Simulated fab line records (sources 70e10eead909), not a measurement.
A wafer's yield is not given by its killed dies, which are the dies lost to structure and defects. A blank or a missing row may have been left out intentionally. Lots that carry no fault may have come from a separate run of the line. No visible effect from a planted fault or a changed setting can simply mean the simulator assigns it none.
fab line records / flow nand_harc
record: lots: 5 wafers: 15 last_day: 24
route steps=1159 shown A_M1@1056 A_BONDPAD@1059 END@1159
lots that met no fault: taken from a fault-free run of the same line
start_h: hours from the record's first day to the start of the lot's first wafer shown / wait_h: time in hours since the lot's previous step / " same as the row above / L1.1+2: several wafers, shown together as one row / - either no value or no given start / * or withheld: withheld / < > ~ a bound
route shown NAME@n: names a module that has steps shown in the file, with the first one's number in the route / usual: average and standard deviation across the fault-free wafers / same: alike in all rows / chamber/n: place in a boat / sites: each site's reading / _std_site: standard deviation of those values / _edge_site: the outer-site mean with the inner-site mean subtracted / radius_mm: how far each site lies from the wafer's centre / mask NAME#n: copy n / behind: the tool/chamber that last shaped the wafer / hold: what put the lot on hold/how long, in hours/how the hold closed / device: which transistor (n, p or np) failed to switch / end of line: the same wafers' tests at the end of the route / a step without rows: its recipe alone / killed: the dies lost at the first sort to structure and to defects; this is not the yield of the wafer / map: per-die view of a wafer (x killed, . not killed, _ where there is no die)
set.NAME: the setting as run; set.NAME@STEP: as run at that earlier step / model.NAME: the simulator's own value behind a step, which no gauge read
a table for each step, a row for each wafer; lots at some steps of the route
services: when a tool's chamber went out of use (start_h, in hours from the record's first day, below 0 if earlier), for how many hours, and the reason
== steps ==
step: NHARC_A_M1_INSPECT_27
usual: raw_defect_count: 443/95
lot.wafer=L570.4 tool=defect_inspect-02 chamber=- start_h=392.38 wait_h=0.0 raw_defect_count=412
lot.wafer=L570.5 tool=defect_inspect-02 chamber=- start_h=392.38 wait_h=0.0 raw_defect_count=467
lot.wafer=L570.6 tool=defect_inspect-02 chamber=- start_h=392.38 wait_h=0.0 raw_defect_count=544
lot.wafer=L576.1 tool=defect_inspect-02 chamber=- start_h=429.41 wait_h=0.0 raw_defect_count=448
lot.wafer=L576.5 tool=defect_inspect-02 chamber=- start_h=429.41 wait_h=0.0 raw_defect_count=495
lot.wafer=L576.6 tool=defect_inspect-02 chamber=- start_h=429.41 wait_h=0.0 raw_defect_count=444
lot.wafer=L581.2 tool=defect_inspect-01 chamber=- start_h=493.57 wait_h=0.0 raw_defect_count=363
lot.wafer=L581.4 tool=defect_inspect-01 chamber=- start_h=493.57 wait_h=0.0 raw_defect_count=448
lot.wafer=L581.5 tool=defect_inspect-01 chamber=- start_h=493.57 wait_h=0.0 raw_defect_count=488
lot.wafer=L590.1 tool=defect_inspect-02 chamber=- start_h=524.33 wait_h=0.0 raw_defect_count=387
lot.wafer=L590.2 tool=defect_inspect-02 chamber=- start_h=524.33 wait_h=0.0 raw_defect_count=510
lot.wafer=L590.5 tool=defect_inspect-02 chamber=- start_h=524.33 wait_h=0.0 raw_defect_count=450
lot.wafer=L592.2 tool=defect_inspect-01 chamber=- start_h=536.47 wait_h=0.0 raw_defect_count=464
lot.wafer=L592.5 tool=defect_inspect-01 chamber=- start_h=536.47 wait_h=0.0 raw_defect_count=351
lot.wafer=L592.6 tool=defect_inspect-01 chamber=- start_h=536.47 wait_h=0.0 raw_defect_count=314
step: NHARC_A_M1_PRE_CLEAN_32
recipe: time_s: 12 temp_c: 370 rf_power_w: 300 gas: NH3
usual: heater_power_w: 599/77
same: time_s: 12
lot.wafer=L570.6 tool=pecvd-03 chamber=0 start_h=392.48 wait_h=0.1 heater_power_w=597 since_wet_clean_h=-
lot.wafer=L570.4 tool=pecvd-03 chamber=1 start_h=392.48 wait_h=0.1 heater_power_w=668 since_wet_clean_h=-
lot.wafer=L570.5 tool=pecvd-03 chamber=2 start_h=392.48 wait_h=0.1 heater_power_w=463 since_wet_clean_h=-
lot.wafer=L576.1 tool=pecvd-03 chamber=2 start_h=429.47 wait_h=0.1 heater_power_w=487 since_wet_clean_h=124
lot.wafer=L576.5 tool=pecvd-03 chamber=2 start_h=429.47 wait_h=0.1 heater_power_w=502 since_wet_clean_h=-
lot.wafer=L576.6 tool=pecvd-03 chamber=0 start_h=429.47 wait_h=0.1 heater_power_w=629 since_wet_clean_h=-
lot.wafer=L581.2 tool=pecvd-02 chamber=1 start_h=493.65 wait_h=0.1 heater_power_w=660 since_wet_clean_h=147
lot.wafer=L581.4 tool=pecvd-02 chamber=0 start_h=493.65 wait_h=0.1 heater_power_w=522 since_wet_clean_h=-
lot.wafer=L581.5 tool=pecvd-02 chamber=1 start_h=493.65 wait_h=0.1 heater_power_w=680 since_wet_clean_h=-
lot.wafer=L590.1 tool=pecvd-03 chamber=2 start_h=524.42 wait_h=0.1 heater_power_w=528 since_wet_clean_h=38
lot.wafer=L590.2 tool=pecvd-03 chamber=0 start_h=524.42 wait_h=0.1 heater_power_w=658 since_wet_clean_h=38
lot.wafer=L590.5 tool=pecvd-03 chamber=0 start_h=524.42 wait_h=0.1 heater_power_w=663 since_wet_clean_h=-
lot.wafer=L592.2 tool=pecvd-03 chamber=1 start_h=536.55 wait_h=0.1 heater_power_w=647 since_wet_clean_h=50
lot.wafer=L592.5 tool=pecvd-03 chamber=0 start_h=536.55 wait_h=0.1 heater_power_w=687 since_wet_clean_h=-
lot.wafer=L592.6 tool=pecvd-03 chamber=1 start_h=536.55 wait_h=0.1 heater_power_w=636 since_wet_clean_h=-
step: NHARC_A_M1_DEP_33
recipe: target_thk_a: 300 temp_c: 370 target_thk_nm: 30 pressure_torr: 3 flow_sccm: 200 rf_w: 450 material: SiCN
usual: heater_power_w: 545/65
lot.wafer=L570.6 tool=pecvd-03 chamber=0 start_h=392.65 wait_h=0.2 heater_power_w=581 since_wet_clean_h=-
lot.wafer=L570.4 tool=pecvd-03 chamber=1 start_h=392.65 wait_h=0.2 heater_power_w=676 since_wet_clean_h=-
lot.wafer=L570.5 tool=pecvd-03 chamber=2 start_h=392.65 wait_h=0.2 heater_power_w=468 since_wet_clean_h=-
lot.wafer=L576.1 tool=pecvd-03 chamber=2 start_h=429.59 wait_h=0.1 heater_power_w=452 since_wet_clean_h=124
lot.wafer=L576.5 tool=pecvd-03 chamber=2 start_h=429.59 wait_h=0.1 heater_power_w=474 since_wet_clean_h=-
lot.wafer=L576.6 tool=pecvd-03 chamber=0 start_h=429.59 wait_h=0.1 heater_power_w=638 since_wet_clean_h=-
lot.wafer=L581.2 tool=pecvd-02 chamber=1 start_h=493.76 wait_h=0.1 heater_power_w=560 since_wet_clean_h=147
lot.wafer=L581.4 tool=pecvd-02 chamber=0 start_h=493.76 wait_h=0.1 heater_power_w=548 since_wet_clean_h=-
lot.wafer=L581.5 tool=pecvd-02 chamber=1 start_h=493.76 wait_h=0.1 heater_power_w=564 since_wet_clean_h=-
lot.wafer=L590.1 tool=pecvd-03 chamber=2 start_h=524.50 wait_h=0.1 heater_power_w=434 since_wet_clean_h=38
lot.wafer=L590.2 tool=pecvd-03 chamber=0 start_h=524.50 wait_h=0.1 heater_power_w=604 since_wet_clean_h=38
lot.wafer=L590.5 tool=pecvd-03 chamber=0 start_h=524.50 wait_h=0.1 heater_power_w=627 since_wet_clean_h=-
lot.wafer=L592.2 tool=pecvd-03 chamber=1 start_h=536.65 wait_h=0.1 heater_power_w=662 since_wet_clean_h=50
lot.wafer=L592.5 tool=pecvd-03 chamber=0 start_h=536.65 wait_h=0.1 heater_power_w=558 since_wet_clean_h=-
lot.wafer=L592.6 tool=pecvd-03 chamber=1 start_h=536.65 wait_h=0.1 heater_power_w=657 since_wet_clean_h=-
step: NHARC_A_BONDPAD_DEP_00
recipe: target_thk_a: 2500 temp_c: 370 target_thk_nm: 250 pressure_torr: 3 flow_sccm: 200 rf_w: 450 material: SiCN
usual: heater_power_w: 579/78
lot.wafer=L570.6 tool=pecvd-01 chamber=2 start_h=393.21 wait_h=- heater_power_w=475 since_wet_clean_h=-
lot.wafer=L570.5 tool=pecvd-01 chamber=0 start_h=393.21 wait_h=- heater_power_w=657 since_wet_clean_h=-
lot.wafer=L570.4 tool=pecvd-01 chamber=1 start_h=393.21 wait_h=- heater_power_w=618 since_wet_clean_h=-
lot.wafer=L576.1 tool=pecvd-02 chamber=1 start_h=430.51 wait_h=- heater_power_w=633 since_wet_clean_h=84
lot.wafer=L576.5 tool=pecvd-02 chamber=0 start_h=430.51 wait_h=- heater_power_w=500 since_wet_clean_h=-
lot.wafer=L576.6 tool=pecvd-02 chamber=1 start_h=430.51 wait_h=- heater_power_w=639 since_wet_clean_h=-
lot.wafer=L581.2 tool=pecvd-01 chamber=1 start_h=494.36 wait_h=- heater_power_w=678 since_wet_clean_h=63
lot.wafer=L581.5 tool=pecvd-01 chamber=2 start_h=494.36 wait_h=- heater_power_w=525 since_wet_clean_h=-
lot.wafer=L581.4 tool=pecvd-01 chamber=1 start_h=494.36 wait_h=- heater_power_w=679 since_wet_clean_h=-
lot.wafer=L590.1 tool=pecvd-03 chamber=1 start_h=- wait_h=- heater_power_w=660 since_wet_clean_h=39
lot.wafer=L590.2 tool=pecvd-03 chamber=2 start_h=- wait_h=- heater_power_w=458 since_wet_clean_h=39
lot.wafer=L590.5 tool=pecvd-03 chamber=1 start_h=- wait_h=- heater_power_w=665 since_wet_clean_h=-
lot.wafer=L592.2 tool=pecvd-01 chamber=1 start_h=537.21 wait_h=- heater_power_w=657 since_wet_clean_h=106
lot.wafer=L592.5 tool=pecvd-01 chamber=0 start_h=537.21 wait_h=- heater_power_w=646 since_wet_clean_h=-
lot.wafer=L592.6 tool=pecvd-01 chamber=1 start_h=537.21 wait_h=- heater_power_w=676 since_wet_clean_h=-
step: NHARC_A_BONDPAD_CMP_29
recipe: target_thk_nm: 200 material: SiCN
usual: motor_current_A: 12.7/1.1 pad_life_wafers: 292/150 retaining_ring_pressure_frac: 0.999/0.0045
lot.wafer=L570.4 tool=cmp-02 chamber=2 start_h=393.54 wait_h=- motor_current_A=14.0 pad_life_wafers=362 retaining_ring_pressure_frac=1.009
lot.wafer=L570.5 tool=cmp-02 chamber=0 start_h=393.54 wait_h=- motor_current_A=11.7 pad_life_wafers=- retaining_ring_pressure_frac=0.995
lot.wafer=L570.6 tool=cmp-02 chamber=1 start_h=393.54 wait_h=- motor_current_A=10.3 pad_life_wafers=- retaining_ring_pressure_frac=1.003
lot.wafer=L576.1 tool=cmp-01 chamber=2 start_h=430.90 wait_h=- motor_current_A=12.6 pad_life_wafers=297 retaining_ring_pressure_frac=0.997
lot.wafer=L576.5 tool=cmp-01 chamber=3 start_h=430.90 wait_h=- motor_current_A=13.0 pad_life_wafers=- retaining_ring_pressure_frac=0.999
lot.wafer=L576.6 tool=cmp-01 chamber=0 start_h=430.90 wait_h=- motor_current_A=12.1 pad_life_wafers=- retaining_ring_pressure_frac=1.003
lot.wafer=L581.2 tool=cmp-01 chamber=1 start_h=494.67 wait_h=- motor_current_A=14.7 pad_life_wafers=66 retaining_ring_pressure_frac=1.001
lot.wafer=L581.4 tool=cmp-01 chamber=2 start_h=494.67 wait_h=- motor_current_A=12.8 pad_life_wafers=67 retaining_ring_pressure_frac=1.003
lot.wafer=L581.5 tool=cmp-01 chamber=1 start_h=494.67 wait_h=- motor_current_A=14.7 pad_life_wafers=- retaining_ring_pressure_frac=0.999
lot.wafer=L590.1 tool=cmp-04 chamber=3 start_h=525.46 wait_h=- motor_current_A=13.9 pad_life_wafers=180 retaining_ring_pressure_frac=0.994
lot.wafer=L590.2 tool=cmp-04 chamber=2 start_h=525.46 wait_h=- motor_current_A=13.0 pad_life_wafers=183 retaining_ring_pressure_frac=0.996
lot.wafer=L590.5 tool=cmp-04 chamber=0 start_h=525.46 wait_h=- motor_current_A=11.3 pad_life_wafers=- retaining_ring_pressure_frac=0.995
lot.wafer=L592.2 tool=cmp-02 chamber=3 start_h=537.62 wait_h=- motor_current_A=14.1 pad_life_wafers=56 retaining_ring_pressure_frac=0.996
lot.wafer=L592.6 tool=cmp-02 chamber=1 start_h=537.62 wait_h=- motor_current_A=10.2 pad_life_wafers=- retaining_ring_pressure_frac=1.006
lot.wafer=L592.5 tool=cmp-02 chamber=2 start_h=537.62 wait_h=- motor_current_A=13.8 pad_life_wafers=- retaining_ring_pressure_frac=1.000
step: NHARC_A_BONDPAD_THK_MEAS_30
recipe: thk_meas_gauge: ellipsometry
usual: thk_nm: 200.1/1.4
lot.wafer=L570.4 tool=film_metro-01 chamber=- start_h=393.74 wait_h=0.2 thk_nm=201.4
lot.wafer=L570.5 tool=film_metro-01 chamber=- start_h=393.74 wait_h=0.2 thk_nm=199.6
lot.wafer=L570.6 tool=film_metro-01 chamber=- start_h=393.74 wait_h=0.2 thk_nm=198.1
lot.wafer=L576.1 tool=film_metro-02 chamber=- start_h=431.08 wait_h=0.2 thk_nm=203.0
lot.wafer=L576.5 tool=film_metro-02 chamber=- start_h=431.08 wait_h=0.2 thk_nm=201.2
lot.wafer=L576.6 tool=film_metro-02 chamber=- start_h=431.08 wait_h=0.2 thk_nm=200.8
lot.wafer=L581.2 tool=film_metro-01 chamber=- start_h=494.92 wait_h=0.2 thk_nm=201.0
lot.wafer=L581.4 tool=film_metro-01 chamber=- start_h=494.92 wait_h=0.2 thk_nm=201.7
lot.wafer=L581.5 tool=film_metro-01 chamber=- start_h=494.92 wait_h=0.2 thk_nm=200.2
lot.wafer=L590.1 tool=film_metro-01 chamber=- start_h=525.71 wait_h=0.2 thk_nm=200.7
lot.wafer=L590.2 tool=film_metro-01 chamber=- start_h=525.71 wait_h=0.2 thk_nm=198.7
lot.wafer=L590.5 tool=film_metro-01 chamber=- start_h=525.71 wait_h=0.2 thk_nm=201.3
lot.wafer=L592.2 tool=film_metro-01 chamber=- start_h=537.83 wait_h=0.2 thk_nm=199.5
lot.wafer=L592.5 tool=film_metro-01 chamber=- start_h=537.83 wait_h=0.2 thk_nm=200.2
lot.wafer=L592.6 tool=film_metro-01 chamber=- start_h=537.83 wait_h=0.2 thk_nm=199.9
step: NHARC_A_BONDPAD_SRD_31
step: NHARC_A_BONDPAD_DEHYDRATE_01
recipe: temp_c: 150 time_s: 120
step: NHARC_A_BONDPAD_HMDS_02
recipe: time_s: 30
step: NHARC_A_BONDPAD_COAT_33
recipe: temp_c: 200 time_s: 65
step: NHARC_A_BONDPAD_COAT_03
recipe: spin_rpm: 2000 resist_thk_nm: 600
step: NHARC_A_BONDPAD_SOFTBAKE_04
recipe: temp_c: 125 time_s: 70
usual: heater_power_total_W: 200.7/1.4
lot.wafer=L570.4 tool=litho_track-02 chamber=0 start_h=393 wait_h=- heater_power_total_W=202.5
lot.wafer=L570.5 tool=litho_track-02 chamber=0 start_h=393 wait_h=- heater_power_total_W=202.4
lot.wafer=L570.6 tool=litho_track-02 chamber=0 start_h=393 wait_h=- heater_power_total_W=199.3
lot.wafer=L576.1 tool=litho_track-03 chamber=0 start_h=431 wait_h=- heater_power_total_W=199.3
lot.wafer=L576.5 tool=litho_track-03 chamber=0 start_h=431 wait_h=- heater_power_total_W=199.5
lot.wafer=L576.6 tool=litho_track-03 chamber=0 start_h=431 wait_h=- heater_power_total_W=199.5
lot.wafer=L581.2 tool=litho_track-02 chamber=0 start_h=495 wait_h=- heater_power_total_W=249.7
lot.wafer=L581.4 tool=litho_track-02 chamber=0 start_h=495 wait_h=- heater_power_total_W=246.1
lot.wafer=L581.5 tool=litho_track-02 chamber=0 start_h=495 wait_h=- heater_power_total_W=202.7
lot.wafer=L590.1 tool=litho_track-03 chamber=0 start_h=525 wait_h=- heater_power_total_W=200.6
lot.wafer=L590.2 tool=litho_track-03 chamber=0 start_h=525 wait_h=- heater_power_total_W=201.9
lot.wafer=L590.5 tool=litho_track-03 chamber=0 start_h=525 wait_h=- heater_power_total_W=199.7
lot.wafer=L592.2 tool=litho_track-05 chamber=0 start_h=537 wait_h=- heater_power_total_W=199.3
lot.wafer=L592.5 tool=litho_track-05 chamber=0 start_h=537 wait_h=- heater_power_total_W=200.0
lot.wafer=L592.6 tool=litho_track-05 chamber=0 start_h=537 wait_h=- heater_power_total_W=201.6
step: NHARC_A_BONDPAD_EBR_05
step: NHARC_END_SORT_01
recipe: temp_c: 25
usual: defect_limited_yield: 95.4/1.4 killed_at_array: 27/10 killed_at_other: 0.6/1 killed_at_periphery: 3.4/2.7 killed_dies: 31/9.7 killed_open: 3.4/1.7 killed_short: 2.2/1.5 sort_bin_2_pct: 1.4/0.57 sort_bin_3_pct: 0.25/0.23 sort_bin_4_pct: 3.0/0.94 sort_n_pass: 646/9.7 sort_rim_yield_pct: 95.3/3 sort_yield_pct: 95.4/1.4
same: gross_dies: 677 sort_bin_5_pct[%]: 0 sort_bin_6_pct[%]: 0 sort_bin_7_pct[%]: 0 sort_bin_8_pct[%]: 0 sort_rim_n_gross: 106.00
lot.wafer=L570.4 tool=prober-01 chamber=0 start_h=430.94 wait_h=3.4 defect_limited_yield[%]=93.5 killed_at_array=39 killed_at_other=3 killed_at_periphery=2 killed_dies=44 killed_open=6 killed_short=1 sort_bin_2_pct[%]=2.2 sort_bin_3_pct[%]=0.44 sort_bin_4_pct[%]=3.8 sort_n_pass=633 sort_rim_yield_pct[%]=97.2 sort_yield_pct[%]=93.5
lot.wafer=L570.5 tool=prober-01 chamber=0 start_h=431.74 wait_h=3.7 defect_limited_yield[%]=94.5 killed_at_array=34 killed_at_other=2 killed_at_periphery=1 killed_dies=37 killed_open=1 killed_short=3 sort_bin_2_pct[%]=1.6 sort_bin_3_pct[%]=0.44 sort_bin_4_pct[%]=3.4 sort_n_pass=640 sort_rim_yield_pct[%]=98.1 sort_yield_pct[%]=94.5
lot.wafer=L570.6 tool=prober-01 chamber=0 start_h=432.55 wait_h=4.0 defect_limited_yield[%]=94.4 killed_at_array=33 killed_at_other=0 killed_at_periphery=5 killed_dies=38 killed_open=4 killed_short=4 sort_bin_2_pct[%]=1.9 sort_bin_3_pct[%]=0.74 sort_bin_4_pct[%]=3.0 sort_n_pass=639 sort_rim_yield_pct[%]=90.6 sort_yield_pct[%]=94.4
lot.wafer=L576.1 tool=prober-01 chamber=0 start_h=473.71 wait_h=2.5 defect_limited_yield[%]=96.0 killed_at_array=26 killed_at_other=0 killed_at_periphery=1 killed_dies=27 killed_open=4 killed_short=0 sort_bin_2_pct[%]=1.2 sort_bin_3_pct[%]=0.44 sort_bin_4_pct[%]=2.4 sort_n_pass=650 sort_rim_yield_pct[%]=96.2 sort_yield_pct[%]=96.0
lot.wafer=L576.5 tool=prober-01 chamber=0 start_h=476.93 wait_h=3.7 defect_limited_yield[%]=94.7 killed_at_array=36 killed_at_other=0 killed_at_periphery=0 killed_dies=36 killed_open=5 killed_short=0 sort_bin_2_pct[%]=1.3 sort_bin_3_pct[%]=0.15 sort_bin_4_pct[%]=3.8 sort_n_pass=641 sort_rim_yield_pct[%]=95.3 sort_yield_pct[%]=94.7
lot.wafer=L576.6 tool=prober-01 chamber=0 start_h=477.74 wait_h=4.0 defect_limited_yield[%]=95.4 killed_at_array=28 killed_at_other=0 killed_at_periphery=3 killed_dies=31 killed_open=0 killed_short=1 sort_bin_2_pct[%]=1.8 sort_bin_3_pct[%]=0.15 sort_bin_4_pct[%]=2.7 sort_n_pass=646 sort_rim_yield_pct[%]=96.2 sort_yield_pct[%]=95.4
lot.wafer=L581.2 tool=prober-01 chamber=0 start_h=527.09 wait_h=2.8 defect_limited_yield[%]=92.8 killed_at_array=47 killed_at_other=0 killed_at_periphery=2 killed_dies=49 killed_open=5 killed_short=1 sort_bin_2_pct[%]=2.1 sort_bin_3_pct[%]=0.15 sort_bin_4_pct[%]=5.0 sort_n_pass=628 sort_rim_yield_pct[%]=90.6 sort_yield_pct[%]=92.8
lot.wafer=L581.4 tool=prober-01 chamber=0 start_h=528.71 wait_h=3.4 defect_limited_yield[%]=93.5 killed_at_array=43 killed_at_other=0 killed_at_periphery=1 killed_dies=44 killed_open=2 killed_short=3 sort_bin_2_pct[%]=2.1 sort_bin_3_pct[%]=0 sort_bin_4_pct[%]=4.4 sort_n_pass=633 sort_rim_yield_pct[%]=95.3 sort_yield_pct[%]=93.5
lot.wafer=L581.5 tool=prober-01 chamber=0 start_h=529.52 wait_h=3.7 defect_limited_yield[%]=94.7 killed_at_array=32 killed_at_other=1 killed_at_periphery=3 killed_dies=36 killed_open=4 killed_short=2 sort_bin_2_pct[%]=2.4 sort_bin_3_pct[%]=0.15 sort_bin_4_pct[%]=2.8 sort_n_pass=641 sort_rim_yield_pct[%]=96.2 sort_yield_pct[%]=94.7
lot.wafer=L590.1 tool=prober-01 chamber=0 start_h=562.76 wait_h=2.5 defect_limited_yield[%]=94.7 killed_at_array=32 killed_at_other=0 killed_at_periphery=4 killed_dies=36 killed_open=2 killed_short=2 sort_bin_2_pct[%]=1.5 sort_bin_3_pct[%]=0.15 sort_bin_4_pct[%]=3.7 sort_n_pass=641 sort_rim_yield_pct[%]=91.5 sort_yield_pct[%]=94.7
lot.wafer=L590.2 tool=prober-01 chamber=0 start_h=563.58 wait_h=2.8 defect_limited_yield[%]=95.0 killed_at_array=34 killed_at_other=0 killed_at_periphery=0 killed_dies=34 killed_open=5 killed_short=4 sort_bin_2_pct[%]=1.8 sort_bin_3_pct[%]=0.15 sort_bin_4_pct[%]=3.1 sort_n_pass=643 sort_rim_yield_pct[%]=96.2 sort_yield_pct[%]=95.0
lot.wafer=L590.5 tool=prober-01 chamber=0 start_h=566.02 wait_h=3.8 defect_limited_yield[%]=96.0 killed_at_array=27 killed_at_other=0 killed_at_periphery=0 killed_dies=27 killed_open=3 killed_short=2 sort_bin_2_pct[%]=1.5 sort_bin_3_pct[%]=0.30 sort_bin_4_pct[%]=2.2 sort_n_pass=650 sort_rim_yield_pct[%]=97.2 sort_yield_pct[%]=96.0
killed by level:class
L570.4 A_CHANNEL_HOLE_D1:chamber_film_flake=15 A_SLIT:chamber_film_flake=8 A_STAIRCASE:chamber_film_flake=4 A_SGD_CUT:chamber_film_flake=3 THIN_TSV:chamber_film_flake=3 A_WL_FILL:geometric_particle:open=2 A_M0:geometric_particle:open=2 A_CONTACT:chamber_film_flake=2
L570.5 A_CHANNEL_HOLE_D1:chamber_film_flake=12 A_SLIT:chamber_film_flake=9 A_SGD_CUT:chamber_film_flake=4 A_CONTACT:chamber_film_flake=3 THIN_TSV:chamber_film_flake=2 A_SOURCE_PLATE:geometric_particle:short=1 A_ONON_D1:geometric_particle:short=1 A_CONTACT:geometric_particle:open=1
L570.6 A_CHANNEL_HOLE_D1:chamber_film_flake=13 A_SLIT:chamber_film_flake=7 A_CONTACT:geometric_particle:short=2 P_STI:chamber_film_flake=2 A_ZERO_WELL:chamber_film_flake=2 A_SGD_CUT:chamber_film_flake=2 P_GATE:geometric_particle:open=1 P_M1:geometric_particle:open=1
L576.1 A_CHANNEL_HOLE_D1:chamber_film_flake=12 A_SLIT:chamber_film_flake=7 A_STAIRCASE:chamber_film_flake=4 A_CONTACT:geometric_particle:open=3 P_CONTACT:geometric_particle:open=1
L576.5 A_CHANNEL_HOLE_D1:chamber_film_flake=16 A_SLIT:chamber_film_flake=8 A_STAIRCASE:chamber_film_flake=4 A_CONTACT:chamber_film_flake=3 A_SOURCE_PLATE:geometric_particle:open=1 A_CONTACT:geometric_particle:open=1 A_BLC:geometric_particle:open=1 A_M0:geometric_particle:open=1
L576.6 A_CHANNEL_HOLE_D1:chamber_film_flake=14 A_SLIT:chamber_film_flake=9 A_CONTACT:chamber_film_flake=3 A_STAIRCASE:chamber_film_flake=2 P_CONTACT:geometric_particle:short=1 P_STI:chamber_film_flake=1 P_M1:chamber_film_flake=1
L581.2 A_CHANNEL_HOLE_D1:chamber_film_flake=24 A_SLIT:chamber_film_flake=14 A_CONTACT:geometric_particle:open=2 A_M0:geometric_particle:open=2 A_CONTACT:chamber_film_flake=2 A_WL_FILL:geometric_particle:open=1 A_CONTACT:geometric_particle:short=1 P_STI:chamber_film_flake=1
L581.4 A_CHANNEL_HOLE_D1:chamber_film_flake=19 A_SLIT:chamber_film_flake=17 A_WL_FILL:geometric_particle:short=2 A_ONON_D1:geometric_particle:short=1 A_CHANNEL_HOLE_D1:geometric_particle:open=1 A_CONTACT:geometric_particle:open=1 P_GATE:chamber_film_flake=1 A_STAIRCASE:chamber_film_flake=1
L581.5 A_SLIT:chamber_film_flake=15 A_CHANNEL_HOLE_D1:chamber_film_flake=9 A_CONTACT:chamber_film_flake=3 P_CONTACT:geometric_particle:open=2 A_STAIRCASE:chamber_film_flake=2 P_M0:geometric_particle:short=1 A_CHANNEL_FILL_D1:geometric_particle:short=1 A_WL_FILL:geometric_particle:open=1
L590.1 A_CHANNEL_HOLE_D1:chamber_film_flake=22 A_STAIRCASE:chamber_film_flake=4 A_CONTACT:chamber_film_flake=3 P_STI:geometric_particle:short=1 P_M0:geometric_particle:open=1 A_ONON_D1:geometric_particle:open=1 A_ONON_D1:geometric_particle:short=1 P_ZERO_WELL:chamber_film_flake=1
L590.2 A_CHANNEL_HOLE_D1:chamber_film_flake=20 A_CONTACT:geometric_particle:short=2 A_CONTACT:geometric_particle:open=2 A_STAIRCASE:chamber_film_flake=2 A_CONTACT:chamber_film_flake=2 A_ONON_D1:geometric_particle:short=1 A_CHANNEL_FILL_D1:geometric_particle:open=1 A_WL_FILL:geometric_particle:short=1
L590.5 A_CHANNEL_HOLE_D1:chamber_film_flake=18 A_WL_FILL:geometric_particle:short=2 A_ONON_D1:geometric_particle:open=1 A_CHANNEL_FILL_D1:geometric_particle:open=1 A_WL_FILL:geometric_particle:open=1 A_SLIT:chamber_film_flake=1 A_CHANNEL_FILL_D1:chamber_film_flake=1 A_STAIRCASE:chamber_film_flake=1
== services ==
tool=cmp-01 chamber=- start_h=375.57 hours=4.0 kind=pm
tool=litho_track-03 chamber=- start_h=388.00 hours=7.0 kind=pm
tool=cmp-04 chamber=- start_h=397.31 hours=0.6 kind=repair
tool=cmp-04 chamber=- start_h=399.00 hours=4.0 kind=pm
tool=cmp-02 chamber=- start_h=399.22 hours=1.4 kind=repair
tool=litho_track-05 chamber=- start_h=412.00 hours=7.0 kind=pm
tool=cmp-04 chamber=- start_h=414.31 hours=3.6 kind=repair
tool=pecvd-01 chamber=- start_h=418.25 hours=13.0 kind=pm
tool=cmp-02 chamber=- start_h=423.52 hours=4.0 kind=pm
tool=pecvd-03 chamber=1 start_h=425.37 hours=46.3 kind=repair
tool=cmp-01 chamber=- start_h=440.55 hours=3.1 kind=repair
tool=cmp-02 chamber=- start_h=450.43 hours=0.4 kind=repair
tool=cmp-01 chamber=- start_h=473.57 hours=4.0 kind=pm
tool=pecvd-03 chamber=- start_h=473.64 hours=13.0 kind=pm
tool=pecvd-03 chamber=0 start_h=473.64 hours=13.0 kind=vent_cycle
tool=pecvd-03 chamber=1 start_h=473.64 hours=13.0 kind=vent_cycle
tool=pecvd-03 chamber=2 start_h=473.64 hours=13.0 kind=vent_cycle
tool=pecvd-01 chamber=- start_h=475.99 hours=1.6 kind=repair
tool=pecvd-03 chamber=0 start_h=486.64 hours=- kind=clean
tool=pecvd-02 chamber=1 start_h=494.81 hours=10.6 kind=repair
tool=cmp-04 chamber=- start_h=497.00 hours=4.0 kind=pm
tool=litho_track-02 chamber=- start_h=515.00 hours=7.0 kind=pm
tool=pecvd-02 chamber=- start_h=515.00 hours=13.0 kind=pm
tool=cmp-02 chamber=- start_h=521.52 hours=4.0 kind=pm
== key ==
first_sign: step: NHARC_A_BONDPAD_SOFTBAKE_04 reading: heater_power_total_W direction: up sigmas: 35 usual: * struck: *
effect none on later readings
met_at NHARC_A_BONDPAD_SOFTBAKE_04
struck_wafers L581.2,L581.4
onset_between 393 495
fault: kind: process_parameter_drift tool: litho_track-02 chamber: - onset_h: 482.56 steps: NHARC_A_BONDPAD_SOFTBAKE_04 channel: time_s offset: * shape: step end_h: 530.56 scope: struck_wafers_only acts_in: * stated: *
